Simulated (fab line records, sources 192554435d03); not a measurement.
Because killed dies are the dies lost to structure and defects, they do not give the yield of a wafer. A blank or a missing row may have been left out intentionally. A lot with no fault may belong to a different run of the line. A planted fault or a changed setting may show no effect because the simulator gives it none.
Struck lot and sound lot, side by side	flow n5 finfet	15 steps out of a route of 1938
Sound: the wafers L595.2, L595.4, L595.5. Struck: wafer L602.5; the same lot's L602.1 was not struck, so it is left out; see the end for the cause.
At each step with rows: each side's tool, then ch and its chambers, then its first start. Under that, the readings that differ: sound wafers	struck wafers	difference of the means	sigmas: that difference in standard deviations of wafers without a fault.
alike: readings whose means differ by less than 2 such deviations, and words and numbers that are the same on both sides. not compared: withheld readings, readings that some wafer has no value for, bounds like >300 that may hide the same value, and numbers for which the record gives no deviation and whose values overlap.
A row with sigmas, a row that says differs or no value, or rows on one side alone: a step with any of these is where the two part. Numbers that don't overlap but have no deviation are shown without sigmas and don't part them. Lack of a reading on every wafer of one side parts them only where that side has two or more wafers.

first, 1 step without rows for these wafers: N5_SD_EPI_P_DEVELOP_08 (develop time 30 s).
N5_SD_EPI_P_CD_MEAS_09 targets a cd of 240 nm.
  sound on cd sem-03 ch 0, day 3 10:00; struck on cd sem-01 ch 0, day 4 23:41
  alike: cd nm
N5_SD_EPI_P_OVL_MEAS_10:
  sound on overlay-02 ch 0, day 3 10:02; struck on overlay-02 ch 0, day 4 23:43
  alike: SD_P_BLK_OVL
N5_SD_EPI_P_INSPECT_11: inspects for defects (macro).
  sound on defect inspect-02 at day 3 10:04; struck on defect inspect-01 at day 4 23:45
  alike: raw defect count
N5_SD_EPI_P_DESCUM_14: chemistry O2, time 7.9 s.
  sound on rie diel-03 ch 0,2, day 3 10:05; struck on rie diel-01 ch 1, day 4 23:47
  alike: chamber pressure mTorr, drypump motor current A, oes product au, rf vpp V, showerhead plenum p Torr, throttle valve pct
  not compared: rf hours counter h
N5_SD_EPI_P_ETCH_36: etches SiARC in CF4, target depth 45.5 nm, time 75.8 s.
  sound on rie diel-03 ch 0,2, day 3 10:07; struck on rie diel-01 ch 1, day 4 23:49
  alike: chamber pressure mTorr, drypump motor current A, etch rf on time s, oes product au, rf vpp V, showerhead plenum p Torr, throttle valve pct
  not compared: rf hours counter h
N5_SD_EPI_P_ETCH_37: etches SOC in N2/H2, overetch 108 nm, time 486 s.
  sound on rie diel-03 ch 0,2, day 3 10:11; struck on rie diel-01 ch 1, day 4 23:52
  alike: chamber pressure mTorr, drypump motor current A, n2 flow sccm, oes product au, rf vpp V, showerhead plenum p Torr, throttle valve pct
  not compared: rf hours counter h
then, 1 step without rows for these wafers: N5_SD_EPI_P_STRIP_38 (strips in N2/H2).
N5_SD_EPI_P_ETCHBACK_46: etches SiNx in CH3F/O2, stops on SiO2, target depth 17.5 nm.
  sound on rie diel-03 ch 0,2, day 3 10:31; struck on rie diel-01 ch 1, day 5 00:12
reading	sound	struck	difference	sigmas
chamber pressure mTorr (mTorr)	29.976 29.994 29.968	30.070	+0.091	+3
rf vpp V (V)	297 297 295	303	+7	+2
  alike: drypump motor current A, oes_f_703_au, oes product au, showerhead plenum p Torr, throttle valve pct
  not compared: rf hours counter h
then, 1 step without rows for these wafers: N5_SD_EPI_P_ETCH_47 (etches SiOCN in CH3F/O2, target depth 25 nm).
N5_SD_EPI_P_ETCH_16: etches SiO2 in CHF3/O2, target depth 5 nm.
  sound on rie diel-03 ch 0,2, day 3 10:43; struck on rie diel-01 ch 1, day 5 00:24
  alike: chamber pressure mTorr, drypump motor current A, oes_f_703_au, oes product au, rf vpp V, showerhead plenum p Torr, throttle valve pct
  not compared: rf hours counter h
then, 1 step without rows for these wafers: N5_SD_EPI_P_STRIP_50 (strips in CHF3/O2).
N5_SD_EPI_P_SD_RECESS_17: chemistry HBr/Cl2/O2, target depth 39.1 nm, bt time 3 s.
  sound on rie si-05 ch 0,1,3, day 3 10:47; struck on rie si-05 ch 2, day 5 00:28
reading	sound	struck	difference	sigmas
model.etch.depth nm (nm)	39.31 38.91 39.41	54.36	+15.15	
model.SD_EPI_P.feature depth nm (nm)	39.4 39 39.4	54.4	+15.1	
  alike: chamber pressure mTorr, drypump motor current A, oes product au, throttle valve pct
  not compared: rf hours counter h
then, 1 step without rows for these wafers: N5_SD_EPI_P_WET_ETCH_45 (etches SiO2 in dHF, time 10.7 s, target depth 2 nm, rinse time 30 s).
-- here the record skips 9 days between the struck wafers' starts before and after, leaving off in module SD_EPI_P and picking up in module PASSIVATION (first step shown: number 1936 of the route) --
N5_PASSIVATION_PROBE_49:
  sound on prober-01 at day 11 23:04; struck on prober-01 at day 14 06:07
  alike: killed_at_M0_to_M3, killed_at_M4_up, killed at contacts, killed at front end, killed at other, killed dies, killed open, killed short

== WHERE THEY PART ==
At N5_SD_EPI_P_ETCHBACK_46 and nowhere else, as far as this record goes. Later steps at which nothing parts them and some readings are alike: N5_SD_EPI_P_ETCH_16, N5_SD_EPI_P_SD_RECESS_17, N5_PASSIVATION_PROBE_49.

WHY: the cause the simulator had injected
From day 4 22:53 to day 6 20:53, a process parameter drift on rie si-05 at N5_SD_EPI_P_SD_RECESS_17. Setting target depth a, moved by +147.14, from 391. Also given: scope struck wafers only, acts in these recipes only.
